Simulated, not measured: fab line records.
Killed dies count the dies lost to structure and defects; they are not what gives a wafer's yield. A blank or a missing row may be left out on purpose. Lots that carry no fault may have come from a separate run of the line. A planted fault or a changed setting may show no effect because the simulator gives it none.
Problem report in the 8D (eight disciplines) form, filled by code :: flow n5Finfet :: the parts of the form that need people (team, actions taken, sign-off) are left out

== 1. WHAT IS WRONG ==
A mean of 426.1 W is read at N5_BEOL_M7_TRENCH_ETCH_37 for rfFwdPowerW, taken on 1 wafer of 1 lot, against 340.5 W (standard deviation 2.1) on wafers free of any fault. That is +41 standard deviations from the usual mean.
The step: etches SiCOH lowk in C4F6/O2, target depth 93.478 nm, time 31.2 s.
The first sign was on wafer L698.2 at day 14 08:55, on rieDiel-04. Wafers with a number at this step in the record: 27, from 9 lots. Rule for "out" (also "out of limits"): further than 4 standard deviations from the usual mean. The rest of the wafers with a number are treated as sound.

== 2. WHAT THIS IS AND IS NOT ==
question: which readings at this step
is: rfFwdPowerW, rfVppV
is not: drypumpMotorCurrentA, oesProductAu, showerheadPlenumPTorr, throttleValvePct

question: which lots
is: L698
is not: L687, L688, L691, L699, L702, L703, L704, L705

question: which wafers of those lots
is: L698.2
is not: L698.1, L698.5

question: read on which tools
is: rieDiel-04
is not: rieDiel-02, rieDiel-06

question: when
is: from day 14 08:55
is not: up to then (14 sound wafers); but 12 sound wafers of L702, L703, L704, L705 came after

== 3. THE SUSPECTS, EACH WITH WHAT RULES IT OUT ==
Counting: if a tool at a process step up to the reading ran every lot that is out, it stays a suspect. Sound lots after the first of them don't rule it out here, since some wafers of a struck lot are sound.
- rieDiel-04 at N5_BEOL_M7_ETCH_72 (etches underlayer in N2/H2, target depth 6.5 nm, time 5.2 s): kept. It ran the lot that is out, L698 (day 14 08:40).
- rieDiel-04 at N5_BEOL_M7_ETCH_65 (etches SiARC in CF4, target depth 15.6 nm, time 26 s): kept. It ran the lot that is out, L698 (day 14 08:41).
- rieDiel-04 at N5_BEOL_M7_VIA_ETCH_34 (etches SiCOH lowk in C4F6/O2, target depth 125.5 nm, time 50.5 s): kept. It ran the lot that is out, L698 (day 14 08:49).
- rieDiel-04 at N5_BEOL_M7_TRENCH_ETCH_37 (etches SiCOH lowk in C4F6/O2, target depth 93.478 nm, time 31.2 s): kept. It ran the lot that is out, L698 (day 14 08:55). Its own rfFwdPowerW, rfVppV readings are out on those wafers.
- rieDiel-04, N5_BEOL_M7_ETCH_72: wafers that are out in chamber 2, sound lot-mates in chambers 1, 3.
- rieDiel-04, N5_BEOL_M7_ETCH_65: wafers that are out in chamber 2, sound lot-mates in chambers 1, 3.
- rieDiel-04, N5_BEOL_M7_VIA_ETCH_34: wafers that are out in chamber 2, sound lot-mates in chambers 1, 3.
- rieDiel-04, N5_BEOL_M7_TRENCH_ETCH_37: wafers that are out in chamber 2, sound lot-mates in chambers 1, 3.
Left after counting: rieDiel-04 at N5_BEOL_M7_ETCH_72, rieDiel-04 at N5_BEOL_M7_ETCH_65, rieDiel-04 at N5_BEOL_M7_VIA_ETCH_34, rieDiel-04 at N5_BEOL_M7_TRENCH_ETCH_37.

== 4. THE CAUSE (what the simulator had put in) ==
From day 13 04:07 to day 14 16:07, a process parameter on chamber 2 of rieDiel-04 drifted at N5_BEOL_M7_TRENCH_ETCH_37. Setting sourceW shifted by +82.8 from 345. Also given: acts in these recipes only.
After counting, 4 suspects remain, this tool included.

== 5. THE EFFECT CHAIN, in route order ==
One row per reading whose mean, taken over the struck wafers that have a number, lies over 3 standard deviations from the usual. Only readings whose record carries a usual standard deviation are examined. hours: median over the lots of the time between each lot's start at the first step of this table that gives one and its start at this step. sigmas: the change, counted in usual standard deviations.
hours: 0
step: N5_BEOL_M7_TRENCH_ETCH_37
reading: rfFwdPowerW
usual: 340.5 W
on struck wafers: 426.1
change: +85.6
sigmas: +41

hours: 0
step: N5_BEOL_M7_TRENCH_ETCH_37
reading: rfVppV
usual: 665 V
on struck wafers: 595
change: -70
sigmas: -5.4
The process steps in it:
- N5_BEOL_M7_TRENCH_ETCH_37: etches SiCOH lowk in C4F6/O2, target depth 93.478 nm, time 31.2 s.

== 6. HOW IT WOULD HAVE BEEN CAUGHT EARLIER ==
In this record the first reading out of limits was taken at day 14 08:55, 29 hours after the fault began at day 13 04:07.
